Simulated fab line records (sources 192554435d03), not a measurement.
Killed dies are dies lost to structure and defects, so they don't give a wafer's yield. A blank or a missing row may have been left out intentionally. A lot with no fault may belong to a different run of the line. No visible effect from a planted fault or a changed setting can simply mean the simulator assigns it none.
Struck lot and sound lot, side by side    flow n5_finfet    35 out of 1938 route steps
Sound: these wafers, L817.2, L817.4, L817.5. The struck wafers were L810.1, L810.3, L810.5. The cause is given at the end.
At each step with rows: each side's tool, then ch and its chambers, then its first start. Under that, the readings that differ: sound wafers    struck wafers    difference of the means    sigmas: that difference in standard deviations of wafers without a fault.
alike: readings with means less than 2 such deviations apart, plus words and numbers identical on both sides. not compared: withheld readings, readings lacking a value on some wafer, bounds such as >300 that could conceal the same value, and numbers that have no deviation in the record and whose values overlap.
The two part at a step that has a row with sigmas, a row that says differs or no value, or rows on one side only. When numbers do not overlap yet have no deviation, they are printed without sigmas and do not part them. A reading missing from all wafers of one side parts the sides only when that side holds two or more wafers.

first, 9 steps without rows for these wafers: N5_BEOL_M3_ILD_DEP_00 (deposits SiOC from DEMS/O2, target thk 79 nm, time 15.3 s); N5_BEOL_M3_PECVD_72 (deposits SiO2 from TEOS/O2, target thk 16 nm, time 18 s); N5_BEOL_M3_HM_DEP_02 (deposits TiN, target thk 20 nm); N5_BEOL_M3_COAT_61 (time 60 s, resist thk 60 nm); N5_BEOL_M3_COAT_62 (time 60 s, resist thk 12 nm); N5_BEOL_M3_COAT_73 (time 60 s, resist thk 5 nm); N5_BEOL_M3_COAT_05 (resist thk 30 nm); N5_BEOL_M3_EBR_07; N5_BEOL_M3_SOFTBAKE_06 (time 60 s).
N5_BEOL_M3_EXPOSE_08: exposes mask M3.
  sound on euv_scanner-02 ch 0, day 13 00:01; struck on euv_scanner-01 ch 0, day 10 17:10
reading                          sound        struck          difference  sigmas
model.BEOL_M3.overlay_x_nm (nm)  0.4 0.4 0.4  11.2 11.2 11.2  +10.8       
  alike: mask
then, 2 steps without rows for these wafers: N5_BEOL_M3_PEB_09 (peb time 60 s); N5_BEOL_M3_DEVELOP_10 (develop time 30 s).
N5_BEOL_M3_OVL_MEAS_12:
  sound on overlay-01 ch 0, day 13 00:11; struck on overlay-02 ch 0, day 10 17:20
reading      sound         struck          difference  sigmas
M3_OVL (nm)  0.3 0.6 -0.5  11.4 11.8 10.8  +11.2       +14
then, 20 steps without rows for these wafers: N5_BEOL_M3_DESCUM_16 (chemistry O2, time 7 s); N5_BEOL_M3_ETCH_74 (etches underlayer in N2/H2, target depth 6.5 nm, time 5.2 s); N5_BEOL_M3_ETCH_63 (etches SiARC in CF4, target depth 15.6 nm, time 26 s); N5_BEOL_M3_ETCH_64 (etches SOC in N2/H2, target depth 75 nm, overetch 15 nm, time 112.5 s); N5_BEOL_M3_STRIP_65 (strips in N2/H2); N5_BEOL_M3_STRIP_75 (strips in N2/H2); N5_BEOL_M3_STRIP_66 (strips in CF4); N5_BEOL_M3_HM_OPEN_17 (chemistry Cl2/BCl3, target TiN, target depth 20 nm, overetch 6 nm); N5_BEOL_M3_STRIP_19 (strips in O2); N5_BEOL_M3_COAT_67 (time 60 s, resist thk 60 nm); N5_BEOL_M3_COAT_68 (time 60 s, resist thk 12 nm); N5_BEOL_M3_COAT_76 (time 60 s, resist thk 5 nm); N5_BEOL_M3_COAT_22 (resist thk 30 nm); N5_BEOL_M3_EBR_24; N5_BEOL_M3_SOFTBAKE_23 (time 60 s); N5_BEOL_M3_EXPOSE_25 (exposes mask V2, defocus 5 nm); N5_BEOL_M3_PEB_26 (peb time 60 s); N5_BEOL_M3_DEVELOP_27 (develop time 30 s); N5_BEOL_M3_DESCUM_33 (chemistry O2, time 7 s); N5_BEOL_M3_ETCH_77 (etches underlayer in N2/H2, target depth 6.5 nm, time 5.2 s).
N5_BEOL_M4_RC_MEAS_101:
  sound on prober-02 ch 0, day 13 19:13; struck on prober-02 ch 0, day 11 13:23
  alike: DIBL_N, DIBL_P, IOFF_N, IOFF_P, ION_N, ION_P, SS_N, SS_P, VT_N, VT_P
-- the record jumps here: 5 days lie between the struck wafers' starts before and after (it left off in module BEOL_M4 and takes up again in module PASSIVATION, whose first step shown is number 1936 of the route) --
N5_PASSIVATION_PROBE_49:
  record: rows for the struck wafers here (prober-01, day 16 10:10), none for the sound ones

WHERE THEY PART
At N5_BEOL_M3_OVL_MEAS_12 first; at N5_PASSIVATION_PROBE_49 last (within this record only).

WHY: the cause the simulator had injected
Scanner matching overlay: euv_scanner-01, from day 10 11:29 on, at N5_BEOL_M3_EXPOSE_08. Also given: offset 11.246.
